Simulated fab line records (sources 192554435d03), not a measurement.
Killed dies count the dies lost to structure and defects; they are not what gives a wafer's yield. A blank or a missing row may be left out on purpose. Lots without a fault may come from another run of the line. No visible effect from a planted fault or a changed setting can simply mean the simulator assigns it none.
A lot that was struck, set against a sound lot ; flow n5 finfet ; 18 steps out of a route of 1938
Sound: wafers L693.2, L693.3, L693.6. Struck: wafer L695.4; the same lot's L695.5 was not struck, so it is left out; see the end for the cause.
For every step that has rows: the tool of each side, followed by ch and its chambers, followed by its first start. Under that, the readings that differ: sound wafers ; struck wafers ; difference of the means ; sigmas: that difference in standard deviations of wafers without a fault.
alike: a reading whose means differ by less than 2 such deviations, as well as words and numbers matching on both sides. not compared: withheld readings; readings where some wafer has no value; bounds like >300 that might hide an equal value; numbers whose values overlap and for which the record gives no deviation.
The two part at a step that has a row with sigmas, a row that says differs or no value, or rows on one side only. Non-overlapping numbers with no deviation appear without sigmas and do not part them. Lack of a reading on every wafer of one side parts them only where that side has two or more wafers.

first, 9 steps without rows for these wafers: N5_BEOL_M4_COAT_61 (time 60 s, resist thk 60 nm); N5_BEOL_M4_COAT_62 (time 60 s, resist thk 12 nm); N5_BEOL_M4_COAT_73 (time 60 s, resist thk 5 nm); N5_BEOL_M4_COAT_05 (resist thk 30 nm); N5_BEOL_M4_EBR_07; N5_BEOL_M4_SOFTBAKE_06 (time 60 s); N5_BEOL_M4_EXPOSE_08 (exposes mask M4); N5_BEOL_M4_PEB_09 (peb time 60 s); N5_BEOL_M4_DEVELOP_10 (develop time 30 s).
N5_BEOL_M4_CD_MEAS_11: target cd 16.79 nm.
  sound on cd sem-02 ch 0, day 9 10:34; struck on cd sem-02 ch 0, day 9 16:47
reading;sound;struck;difference;sigmas
cd nm (nm);16.62 16.89 17.05;16.20;-0.65;-2
N5_BEOL_M4_OVL_MEAS_12:
  sound on overlay-02 ch 0, day 9 10:37; struck on overlay-01 ch 0, day 9 16:49
  alike: M4_OVL
N5_BEOL_M4_INSPECT_13: inspects for defects (brightfield).
  struck on defect inspect-01, day 9 16:52; sound on defect inspect-02, day 9 10:40
reading;sound;struck;difference;sigmas
raw defect count;278 221 208;493;+257;+2
N5_BEOL_M4_DESCUM_16: chemistry O2, time 7 s.
  sound on rie diel-03 ch 0,2, day 9 10:45; struck on rie diel-04 ch 3, day 9 17:04
reading;sound;struck;difference;sigmas
oes product au (a.u.);0.69 0.69 0.70;0.95;+0.26;+3
model.CAR-EUV_of_BEOL_M4_COAT_05.thk nm (nm);26.2 26.2 26.2;26.8;+0.6;
  alike: drypump motor current A, rf vpp V, showerhead plenum p Torr, throttle valve pct
  not compared: rf hours counter h
N5_BEOL_M4_ETCH_74: etches underlayer in N2/H2, target depth 6.5 nm, time 5.2 s.
  sound on rie diel-03 ch 0,2, day 9 10:47; struck on rie diel-04 ch 3, day 9 17:05
reading;sound;struck;difference;sigmas
etch rf on time s (s);5.32 5.38 5.33;5.07;-0.27;-2
oes product au (a.u.);0.59 0.58 0.59;0.83;+0.24;+3
  alike: bias w, drypump motor current A, rf vpp V, showerhead plenum p Torr, throttle valve pct
  not compared: rf hours counter h
N5_BEOL_M4_ETCH_63: etches SiARC in CF4, target depth 15.6 nm, time 26 s.
  sound on rie diel-03 ch 0,2, day 9 10:48; struck on rie diel-04 ch 3, day 9 17:07
reading;sound;struck;difference;sigmas
etch rf on time s (s);26.8 27.3 26.9;25.1;-1.9;-3
oes product au (a.u.);0.59 0.58 0.59;0.83;+0.24;+3
model.CAR-EUV_of_BEOL_M4_COAT_05.thk nm (nm);11.4 11.2 11.2;11.8;+0.5;
  alike: bias w, drypump motor current A, rf vpp V, showerhead plenum p Torr, throttle valve pct
  not compared: rf hours counter h
N5_BEOL_M4_ETCH_64: etches SOC in N2/H2, target depth 75 nm, overetch 22.5 nm, time 121.9 s.
  sound on rie diel-03 ch 0,2, day 9 10:50; struck on rie diel-04 ch 3, day 9 17:11
reading;sound;struck;difference;sigmas
oes product au (a.u.);0.53 0.53 0.53;0.72;+0.19;+3
  alike: bias w, drypump motor current A, rf vpp V, showerhead plenum p Torr, throttle valve pct
  not compared: rf hours counter h
N5_BEOL_M4_RC_MEAS_101:
  sound on prober-02 ch 0, day 9 20:25; struck on prober-02 ch 0, day 10 04:04
reading;sound;struck;difference;sigmas
ION_N (uA/um);697 677 683;663;-23;-2
  alike: DIBL_N, DIBL_P, IOFF_N, IOFF_P, ION_P, SS_N, SS_P, VT_N, VT_P
-- the record jumps here: 5 days lie between the struck wafers' starts before and after (it left off in module BEOL_M4 and takes up again in module PASSIVATION, whose first step shown is number 1936 of the route) --
N5_PASSIVATION_PROBE_49:
  struck on prober-01, day 14 18:09; sound on prober-02, day 14 06:08
reading;sound;struck;difference;sigmas
killed at other;4 0 0;13;+12;+4
  alike: defect limited yield, killed_at_M0_to_M3, killed_at_M4_up, killed at contacts, killed at front end, killed dies, killed on rim, killed open, killed short, sort_bin_5_function, sort_bin_6_memory, sort n pass, sort yield pct

WHERE THEY PART
Earliest at N5_BEOL_M4_CD_MEAS_11; latest, in this record, at N5_PASSIVATION_PROBE_49.

WHY: what had been put in by the simulator
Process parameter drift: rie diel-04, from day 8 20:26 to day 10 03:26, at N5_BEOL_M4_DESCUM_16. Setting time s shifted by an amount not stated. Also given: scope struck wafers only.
